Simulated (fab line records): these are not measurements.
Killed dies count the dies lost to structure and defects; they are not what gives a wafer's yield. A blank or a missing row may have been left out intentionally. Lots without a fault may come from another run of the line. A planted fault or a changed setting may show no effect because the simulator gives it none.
Which tool did it?    flow n5-finfet    Sampling: 8 lots, 24 wafers, 5 of 1938 route steps

== WHAT EACH GAUGE READ, for each wafer ==
N5_BEOL_M4_RC_MEAS_101. Usual: DIBL_N 36.7 mV/V, standard deviation 2.6; DIBL_P 36.9 mV/V, standard deviation 2.8; IOFF_N 0.17 nA/um, standard deviation 0.043; IOFF_P 0.22 nA/um, standard deviation 0.05; ION_N 678 uA/um, standard deviation 15; ION_P 465 uA/um, standard deviation 9.2; SS_N 71.6 mV/dec, standard deviation 0.79; SS_P 73.5 mV/dec, standard deviation 0.82; VT_N 250 mV, standard deviation 3.9; VT_P -250 mV, standard deviation 3.7.
lot   measured      on         DIBL_N (mV/V)   DIBL_P (mV/V)   IOFF_N (nA/um)  IOFF_P (nA/um)  ION_N (uA/um)  ION_P (uA/um)  SS_N (mV/dec)   SS_P (mV/dec)   VT_N (mV)    VT_P (mV)       flag
L914  day 8 08:59   prober-01  34.5 37.9 41.6  35.8 39.5 44.6  0.14 0.19 0.29  0.18 0.24 0.33  677 684 692    468 463 466    71.0 72.8 73.9  73.3 74.0 74.8  251 251 246  -254 -250 -247  
L915  day 9 03:24   prober-02  34.3 34.4 35.2  34.6 35.3 35.6  0.15 0.14 0.15  0.21 0.21 0.21  681 678 685    469 467 469    71.6 70.9 71.4  72.6 72.8 73.2  248 251 251  -249 -253 -249  
L916  day 8 23:42   prober-02  36.1 35.9 37.1  37.0 36.4 37.0  0.16 0.14 0.16  0.18 0.17 0.17  697 662 690    466 446 459    71.5 71.6 71.8  73.2 73.2 74.1  248 254 251  -254 -255 -257  
L925  day 11 11:24  prober-02  39.8 36.6 40.8  40.8 36.0 41.0  0.22 0.17 0.22  0.34 0.24 0.31  677 690 681    473 480 464    71.9 70.8 72.1  74.7 73.9 75.0  248 248 249  -245 -247 -243  
L928  day 11 12:10  prober-02  40.0 32.8 35.8  40.0 32.0 36.8  0.21 0.09 0.13  0.25 0.13 0.19  665 659 650    456 453 446    72.7 70.2 70.3  74.7 72.6 74.1  254 257 255  -250 -260 -254  
L935  day 14 22:46  prober-01  36.3 38.8 40.2  36.2 39.3 40.5  0.13 0.18 0.20  0.19 0.23 0.26  660 690 685    460 476 469    71.8 71.4 72.3  73.1 73.8 73.9  254 248 248  -255 -250 -250  
L936  day 14 00:39  prober-01  31.9 35.5 32.5  32.4 36.8 32.3  0.11 0.16 0.11  0.16 0.20 0.15  661 670 652    461 451 453    70.0 71.8 70.7  73.0 73.0 71.9  254 248 254  -252 -249 -255  
L937  day 13 21:44  prober-02  36.5 39.4 36.1  37.1 40.4 36.5  0.14 0.18 0.13  0.20 0.25 0.18  683 673 667    469 464 456    71.2 71.8 71.5  73.3 74.1 72.9  255 252 253  -253 -251 -253  

== WHAT TOOL EACH LOT RAN ON (gives the tool, then ch and the chambers of the sampled wafers, and finally the start) ==
lot   N5_SPACER0_ALD_00                 N5_SD_EPI_N_DESCUM_14              N5_SD_EPI_N_ETCH_35                N5_SD_EPI_N_ETCH_45
L914  ald-sin-01 ch 0,1,3, day 2 23:47  rie-diel-05 ch 1,3, day 3 00:33    rie-diel-05 ch 1,3, day 3 00:39    rie-diel-05 ch 1,3, day 3 01:04
L915  ald-sin-04 ch 2,3, day 3 06:43    rie-diel-05 ch 2,3, day 3 07:30    rie-diel-05 ch 2,3, day 3 07:35    rie-diel-05 ch 2,3, day 3 08:01
L916  ald-sin-04 ch 2,3, day 3 11:06    rie-diel-01 ch 0,2, day 3 12:17    rie-diel-01 ch 0,2, day 3 12:22    rie-diel-01 ch 0,2, day 3 12:48
L925  ald-sin-04 ch 0,2,3, day 5 20:47  rie-diel-05 ch 1,2,3, day 5 21:41  rie-diel-05 ch 1,2,3, day 5 21:46  rie-diel-05 ch 1,2,3, day 5 22:12
L928  ald-sin-04 ch 0,1,3, day 6 11:16  rie-diel-06 ch 0,2,3, day 6 12:11  rie-diel-06 ch 0,2,3, day 6 12:16  rie-diel-06 ch 0,2,3, day 6 12:41
L935  ald-sin-04 ch 0,2, day 8 15:10    rie-diel-05 ch 0,3, day 8 16:04    rie-diel-05 ch 0,3, day 8 16:10    rie-diel-05 ch 0,3, day 8 16:35
L936  ald-sin-01 ch 0,2, day 8 18:47    rie-diel-05 ch 0,3, day 8 19:34    rie-diel-05 ch 0,3, day 8 19:40    rie-diel-05 ch 0,3, day 8 20:05
L937  ald-sin-01 ch 0,1,3, day 8 22:54  rie-diel-05 ch 0,3, day 8 23:43    rie-diel-05 ch 0,3, day 8 23:48    rie-diel-05 ch 0,3, day 9 00:14
- N5_SPACER0_ALD_00: deposits SiOCN, target thk 3.5 nm, pulse time 3 s, purge time 2 s.
- N5_SD_EPI_N_DESCUM_14: chemistry O2, time 7.9 s.
- N5_SD_EPI_N_ETCH_35: etches SOC in N2/H2, overetch 108 nm, time 486 s.
- N5_SD_EPI_N_ETCH_45: etches SiOCN in CH3F/O2, target depth 6 nm.

== AS READ BY THE TOOLS THEMSELVES (means over the sampled wafers that have a number; for cases with no such wafer, the mark the record gives instead) ==
N5_SPACER0_ALD_00. Usual: heater-power-w 825 W, standard deviation 75; precursor-pulse-height-rel 1.002, standard deviation 0.021.
lot   tool        heater-power-w (W)  precursor-pulse-height-rel  flag
L914  ald-sin-01  866                 0.997                       
L915  ald-sin-04  744                 1.006                       
L916  ald-sin-04  765                 1.013                       
L925  ald-sin-04  733                 1.010                       
L928  ald-sin-04  765                 1.000                       
L935  ald-sin-04  734                 0.993                       
L936  ald-sin-01  805                 1.027                       
L937  ald-sin-01  857                 0.998                       

N5_SD_EPI_N_DESCUM_14. Usual: drypump-motor-current-A 5.4 A, standard deviation 0.36; oes-product-au 0.80 a.u., standard deviation 0.085; rf-fwd-power-W 49.46 W, standard deviation 0.2; rf-vpp-V 243.4 V, standard deviation 1.3; showerhead-plenum-p-Torr 2.11 Torr, standard deviation 0.066; throttle-valve-pct 20.27 %, standard deviation 0.26.
lot   tool         drypump-motor-current-A (A)  oes-product-au (a.u.)  rf-fwd-power-W (W)  rf-vpp-V (V)  showerhead-plenum-p-Torr (Torr)  throttle-valve-pct (%)  flag
L914  rie-diel-05  5.2                          0.95                   49.31               243.7         2.09                             19.96                   
L915  rie-diel-05  5.2                          0.89                   49.43               243.1         2.08                             20.07                   
L916  rie-diel-01  5.3                          0.84                   49.59               244.2         2.14                             20.14                   
L925  rie-diel-05  5.2                          0.83                   49.45               245.1         2.13                             20.08                   
L928  rie-diel-06  5.6                          0.80                   49.32               243.9         2.09                             20.50                   
L935  rie-diel-05  5.3                          0.80                   49.55               243.0         2.03                             20.23                   
L936  rie-diel-05  5.3                          0.81                   49.59               242.1         2.03                             20.24                   
L937  rie-diel-05  5.3                          0.80                   49.43               241.8         2.03                             20.24                   

N5_SD_EPI_N_ETCH_35. Usual: drypump-motor-current-A 5.4 A, standard deviation 0.36; oes-product-au 0.71 a.u., standard deviation 0.07; rf-fwd-power-W 2997 W, standard deviation 8.2; rf-vpp-V 241.0 V, standard deviation 1.3; showerhead-plenum-p-Torr 2.56 Torr, standard deviation 0.078; throttle-valve-pct 23.6 %, standard deviation 0.32.
lot   tool         drypump-motor-current-A (A)  oes-product-au (a.u.)  rf-fwd-power-W (W)  rf-vpp-V (V)  showerhead-plenum-p-Torr (Torr)  throttle-valve-pct (%)  flag
L914  rie-diel-05  5.2                          0.84                   2999                241.2         2.57                             23.4                    
L915  rie-diel-05  5.2                          0.79                   3001                240.6         2.55                             23.5                    
L916  rie-diel-01  5.3                          0.75                   2992                241.7         2.60                             23.5                    
L925  rie-diel-05  5.2                          0.74                   2768                250.0         2.60                             23.4                    OFF
L928  rie-diel-06  5.6                          0.72                   2988                239.8         2.51                             23.6                    
L935  rie-diel-05  5.3                          0.72                   2992                241.3         2.50                             23.7                    
L936  rie-diel-05  5.3                          0.72                   2987                239.8         2.50                             23.7                    
L937  rie-diel-05  5.3                          0.72                   3002                239.4         2.50                             23.7                    

N5_SD_EPI_N_ETCH_45. Usual: drypump-motor-current-A 5.4 A, standard deviation 0.36; oes-product-au 0.80 a.u., standard deviation 0.09; rf-fwd-power-W 408.6 W, standard deviation 1.2; rf-vpp-V 127.6 V, standard deviation 1; showerhead-plenum-p-Torr 2.02 Torr, standard deviation 0.066; throttle-valve-pct 23.23 %, standard deviation 0.19.
lot   tool         drypump-motor-current-A (A)  oes-product-au (a.u.)  rf-fwd-power-W (W)  rf-vpp-V (V)  showerhead-plenum-p-Torr (Torr)  throttle-valve-pct (%)  flag
L914  rie-diel-05  5.2                          0.96                   409.4               127.9         2.02                             23.05                   
L915  rie-diel-05  5.2                          0.90                   408.9               127.6         2.01                             23.20                   
L916  rie-diel-01  5.3                          0.85                   408.2               128.5         2.04                             23.08                   
L925  rie-diel-05  5.2                          0.84                   409.0               127.7         2.05                             23.14                   
L928  rie-diel-06  5.6                          0.80                   409.2               126.7         1.98                             23.33                   
L935  rie-diel-05  5.3                          0.82                   407.6               127.3         1.95                             23.25                   
L936  rie-diel-05  5.3                          0.81                   408.4               127.0         1.95                             23.26                   
L937  rie-diel-05  5.3                          0.81                   407.6               127.3         1.95                             23.26                   

== THE ANSWER, worked out from the rows above alone ==
Rule: take the mean of a lot's wafers that have a number; if it is more than 3 standard deviations from the usual mean, the lot is off. Also off: a lot with no number at a reading for which 4 or more lots have one. The other lots that the step has rows for count as sound. First the gauges in route order, then the tools' own readings, where a lot's mean is used as printed above. At the first step where some lot is off, the reading lying furthest off is the one used; lots without a number count as furthest.
Off: L925 (N5_SD_EPI_N_ETCH_35, rf-fwd-power-W).
A tool fits if, at that step or a process step before it, it ran every lot that is off, and no sound lot after the first of them. Of those tried, none fits.

== WHAT THE SIMULATOR PUT IN ==
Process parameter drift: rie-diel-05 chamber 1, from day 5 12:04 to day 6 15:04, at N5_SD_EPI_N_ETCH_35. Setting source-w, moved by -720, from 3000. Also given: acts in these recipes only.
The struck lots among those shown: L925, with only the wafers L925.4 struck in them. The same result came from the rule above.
